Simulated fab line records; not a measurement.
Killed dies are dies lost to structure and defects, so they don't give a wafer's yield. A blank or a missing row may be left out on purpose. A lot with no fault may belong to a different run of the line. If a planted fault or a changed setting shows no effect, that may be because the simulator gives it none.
Chamber matching || flow n5_finfet || rie_diel-03 running N5_BEOL_M9_ETCH_62: 4 sister chambers
The step etches SOC in N2/H2, target depth 110 nm, overetch 22 nm, time 165 s. 20 wafers are shown with their chamber, then 10 later ones without.

WAFERS, EACH WITH ITS CHAMBER
{"wafer": "L074.1", "chamber": 1, "drypump_motor_current_A (A)": 5.6, "throttle_valve_pct (%)": 18.10, "showerhead_plenum_p_Torr (Torr)": 2.41}
{"wafer": "L074.2", "chamber": 0, "drypump_motor_current_A (A)": 5.8, "throttle_valve_pct (%)": 18.01, "showerhead_plenum_p_Torr (Torr)": 2.58}
{"wafer": "L074.3", "chamber": 3, "drypump_motor_current_A (A)": 5.5, "throttle_valve_pct (%)": 17.73, "showerhead_plenum_p_Torr (Torr)": 2.40}
{"wafer": "L076.3", "chamber": 1, "drypump_motor_current_A (A)": 5.6, "throttle_valve_pct (%)": 18.10, "showerhead_plenum_p_Torr (Torr)": 2.41}
{"wafer": "L076.4", "chamber": 1, "drypump_motor_current_A (A)": 5.6, "throttle_valve_pct (%)": 18.09, "showerhead_plenum_p_Torr (Torr)": 2.41}
{"wafer": "L076.5", "chamber": 0, "drypump_motor_current_A (A)": 5.9, "throttle_valve_pct (%)": 18.02, "showerhead_plenum_p_Torr (Torr)": 2.58}
{"wafer": "L078.2", "chamber": 1, "drypump_motor_current_A (A)": 5.6, "throttle_valve_pct (%)": 18.11, "showerhead_plenum_p_Torr (Torr)": 2.41}
{"wafer": "L078.4", "chamber": 0, "drypump_motor_current_A (A)": 5.9, "throttle_valve_pct (%)": 18.06, "showerhead_plenum_p_Torr (Torr)": 2.58}
{"wafer": "L078.5", "chamber": 1, "drypump_motor_current_A (A)": 5.6, "throttle_valve_pct (%)": 18.11, "showerhead_plenum_p_Torr (Torr)": 2.41}
{"wafer": "L080.2", "chamber": 3, "drypump_motor_current_A (A)": 5.5, "throttle_valve_pct (%)": 17.29, "showerhead_plenum_p_Torr (Torr)": 2.71}
{"wafer": "L080.4", "chamber": 1, "drypump_motor_current_A (A)": 5.6, "throttle_valve_pct (%)": 18.11, "showerhead_plenum_p_Torr (Torr)": 2.41}
{"wafer": "L080.5", "chamber": 2, "drypump_motor_current_A (A)": 6.5, "throttle_valve_pct (%)": 17.15, "showerhead_plenum_p_Torr (Torr)": 2.47}
{"wafer": "L081.2", "chamber": 2, "drypump_motor_current_A (A)": 6.5, "throttle_valve_pct (%)": 17.16, "showerhead_plenum_p_Torr (Torr)": 2.47}
{"wafer": "L081.3", "chamber": 0, "drypump_motor_current_A (A)": 5.8, "throttle_valve_pct (%)": 18.04, "showerhead_plenum_p_Torr (Torr)": 2.57}
{"wafer": "L081.5", "chamber": 0, "drypump_motor_current_A (A)": 5.8, "throttle_valve_pct (%)": 18.04, "showerhead_plenum_p_Torr (Torr)": 2.57}
{"wafer": "L086.3", "chamber": 2, "drypump_motor_current_A (A)": 6.5, "throttle_valve_pct (%)": 17.17, "showerhead_plenum_p_Torr (Torr)": 2.47}
{"wafer": "L086.4", "chamber": 2, "drypump_motor_current_A (A)": 6.5, "throttle_valve_pct (%)": 17.15, "showerhead_plenum_p_Torr (Torr)": 2.47}
{"wafer": "L086.6", "chamber": 3, "drypump_motor_current_A (A)": 5.5, "throttle_valve_pct (%)": 17.30, "showerhead_plenum_p_Torr (Torr)": 2.71}
{"wafer": "L087.2", "chamber": 3, "drypump_motor_current_A (A)": 5.5, "throttle_valve_pct (%)": 17.32, "showerhead_plenum_p_Torr (Torr)": 2.71}
{"wafer": "L087.3", "chamber": 1, "drypump_motor_current_A (A)": 5.6, "throttle_valve_pct (%)": 18.14, "showerhead_plenum_p_Torr (Torr)": 2.40}

SIGNATURES (averages over the wafers above)
{"reading": "drypump_motor_current_A", "chamber 0": 5.840, "chamber 1": 5.600, "chamber 2": 6.500, "chamber 3": 5.500, "scatter within a chamber": 0.0274}
{"reading": "throttle_valve_pct", "chamber 0": 18.0340, "chamber 1": 18.1086, "chamber 2": 17.1575, "chamber 3": 17.4100, "scatter within a chamber": 0.0936}
{"reading": "showerhead_plenum_p_Torr", "chamber 0": 2.5760, "chamber 1": 2.4086, "chamber 2": 2.4700, "chamber 3": 2.6325, "scatter within a chamber": 0.0672}
Rule: a wafer lies at a distance from a chamber equal to the root of the sum of squares, over the readings, of (its reading less the chamber's mean, divided by the reading's scatter). If the next closest chamber is less than 2 further off than the closest, the wafer can't be placed; otherwise it belongs to the closest. The scatter: take each reading less its chamber's mean, square it, sum over the shown wafers, divide by the number of wafers less the number of chambers, and take the root.

WAFERS WITHOUT THEIR CHAMBER
{"wafer": "L087.4", "drypump_motor_current_A (A)": 5.8, "throttle_valve_pct (%)": 18.09, "showerhead_plenum_p_Torr (Torr)": 2.57}
{"wafer": "L088.3", "drypump_motor_current_A (A)": 5.6, "throttle_valve_pct (%)": 18.17, "showerhead_plenum_p_Torr (Torr)": 2.40}
{"wafer": "L088.4", "drypump_motor_current_A (A)": 5.8, "throttle_valve_pct (%)": 18.07, "showerhead_plenum_p_Torr (Torr)": 2.57}
{"wafer": "L088.5", "drypump_motor_current_A (A)": 5.9, "throttle_valve_pct (%)": 18.07, "showerhead_plenum_p_Torr (Torr)": 2.57}
{"wafer": "L092.1", "drypump_motor_current_A (A)": 5.9, "throttle_valve_pct (%)": 18.10, "showerhead_plenum_p_Torr (Torr)": 2.56}
{"wafer": "L092.3", "drypump_motor_current_A (A)": 6.6, "throttle_valve_pct (%)": 17.19, "showerhead_plenum_p_Torr (Torr)": 2.46}
{"wafer": "L092.4", "drypump_motor_current_A (A)": 5.5, "throttle_valve_pct (%)": 17.35, "showerhead_plenum_p_Torr (Torr)": 2.70}
{"wafer": "L096.1", "drypump_motor_current_A (A)": 5.8, "throttle_valve_pct (%)": 18.10, "showerhead_plenum_p_Torr (Torr)": 2.56}
{"wafer": "L096.4", "drypump_motor_current_A (A)": 5.5, "throttle_valve_pct (%)": 17.35, "showerhead_plenum_p_Torr (Torr)": 2.70}
{"wafer": "L096.6", "drypump_motor_current_A (A)": 5.5, "throttle_valve_pct (%)": 17.35, "showerhead_plenum_p_Torr (Torr)": 2.70}

WHICH CHAMBER EACH WENT THROUGH
{"wafer": "L087.4", "from the rows above": 0, "in truth": 0}
{"wafer": "L088.3", "from the rows above": 1, "in truth": 1}
{"wafer": "L088.4", "from the rows above": 0, "in truth": 0}
{"wafer": "L088.5", "from the rows above": 0, "in truth": 0}
{"wafer": "L092.1", "from the rows above": 0, "in truth": 0}
{"wafer": "L092.3", "from the rows above": 2, "in truth": 2}
{"wafer": "L092.4", "from the rows above": 3, "in truth": 3}
{"wafer": "L096.1", "from the rows above": 0, "in truth": 0}
{"wafer": "L096.4", "from the rows above": 3, "in truth": 3}
{"wafer": "L096.6", "from the rows above": 3, "in truth": 3}
Correct placement for 10 of the 10. From these rows, 0 cannot be placed. Placed wrongly: 0.
